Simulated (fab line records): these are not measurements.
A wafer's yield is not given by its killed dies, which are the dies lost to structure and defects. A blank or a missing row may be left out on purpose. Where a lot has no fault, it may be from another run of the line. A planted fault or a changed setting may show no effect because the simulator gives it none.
Split-lot experiment    flow n5Finfet    21 wafers read across 7 lots, on a route 1938 steps long

== SPLIT DETAILS ==
At N5_SD_EPI_N_ETCH_35 (etches SOC in N2/H2, overetch 108 nm, time 486 s), the setting timeS was moved away from the recipe's 486 s on 9 of the 21 wafers read, by -14.1% to +14.2%. This setting was run at the recipe's value on the other wafers.

The reading comes from the split's own step.

== THE READING ==
SiARC_of_SD_EPI_N_COAT_33.thkNm (the simulator's own value, which no gauge read), in nm, at N5_SD_EPI_N_ETCH_35 (etches SOC in N2/H2, overetch 108 nm, time 486 s). There is no usual value for it anywhere in the file. Across the 12 wafers here that went through the recipe, the average is 19.8 nm and the standard deviation 0.29 nm.

wafer   tool, chamber at the split  timeS as run, s  against the recipe  SiARC_of_SD_EPI_N_COAT_33.thkNm, nm  against lot-mates on the recipe
L074.1  rieDiel-06, 1               422.3            -13.1%              21.2                                 +1.4
L074.2  rieDiel-06, 0               486              recipe              19.8                                 -
L074.4  rieDiel-06, 3               422.3            -13.1%              22                                   +2.2
L075.4  rieDiel-06, 3,0,3           486              recipe              19.8                                 -
L075.5  rieDiel-06, 3,0,3           486              recipe              19.8                                 -
L075.6  rieDiel-06, 3,0,3           486              recipe              19.8                                 -
L078.1  rieDiel-04, 3,2             486              recipe              19.4                                 -
L078.3  rieDiel-04, 3,2             486              recipe              19.4                                 -
L078.6  rieDiel-04, 0               486              recipe              20.4                                 -
L081.3  rieDiel-05, 2               486              recipe              20.2                                 -
L081.4  rieDiel-05, 2               446.3            -8.2%               21.6                                 +1.6
L081.5  rieDiel-05, 1               486              recipe              19.8                                 -
L089.2  rieDiel-06, 2               555.2            +14.2%              17.6                                 -2.2
L089.5  rieDiel-06, 0               555.2            +14.2%              17.8                                 -2.0
L089.6  rieDiel-06, 3               486              recipe              19.8                                 -
L090.1  rieDiel-05, 1               486              recipe              20                                   -
L090.2  rieDiel-05, 3,2             417.6            -14.1%              22.4                                 +2.4
L090.4  rieDiel-05, 3,2             417.6            -14.1%              22.4                                 +2.4
L091.1  rieDiel-05, 1               542.6            +11.6%              18.2                                 -1.2
L091.3  rieDiel-05, 0               486              recipe              19.4                                 -
L091.5  rieDiel-05, 2               542.6            +11.6%              18.6                                 -0.8
The file does not say which wafer passed through which chamber wherever a row lists several chambers: such a row stands for several wafers.

THE FIT
A straight line over all 21 wafers: SiARC_of_SD_EPI_N_COAT_33.thkNm changes by -0.153 nm for each +1% of timeS; r = -0.97; the points scatter about the line by 0.35 nm.
The same after taking each lot's own level away (the mean of its wafers on the recipe; 21 wafers): -0.141 nm for each +1%; r = -0.96; scatter 0.35 nm.
Per that fit: largest timeS move, reading shift of 2 nm.
From 19.40 to 20.00 nm: that is the span of the lots' own levels, equal to 2.0 times the standard deviation above.
Consequently the slope shifts little with the lot-to-lot level, the two slopes agreeing.
Check: -1.83 nm against its lot-mates is what the line predicts for one of the wafers moved furthest among these (+14.2%) when that wafer is left out of the fit. Against them it came out at -2.2 nm.

== THESE WAFERS: OTHER SPLITS ==
Other splits were also applied to these wafers ahead of the reading. Each is held against what the fit with the lots' levels taken away leaves over:
other split on the same wafers                   wafers away from the commonest value  r with SiARC_of_SD_EPI_N_COAT_33.thkNm (lot level and that fit taken away)
N5_WELL_APT_EXPOSE_05 doseMj                     9                                     -0.06
N5_WELL_APT_PEB_06 pebTempC                      7                                     +0.06
N5_PMOS_HMC_CHANNEL_EPI_DEVELOP_08 developTimeS  2                                     +0.05
N5_FIN_SAQP_SPACER1_ALD_24 aldCycles             6                                     +0.50

== THE FILE'S OWN FIT ==
SiARC_of_SD_EPI_N_COAT_33.thkNm changes by -0.145 nm for each +1% of timeS, r = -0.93.
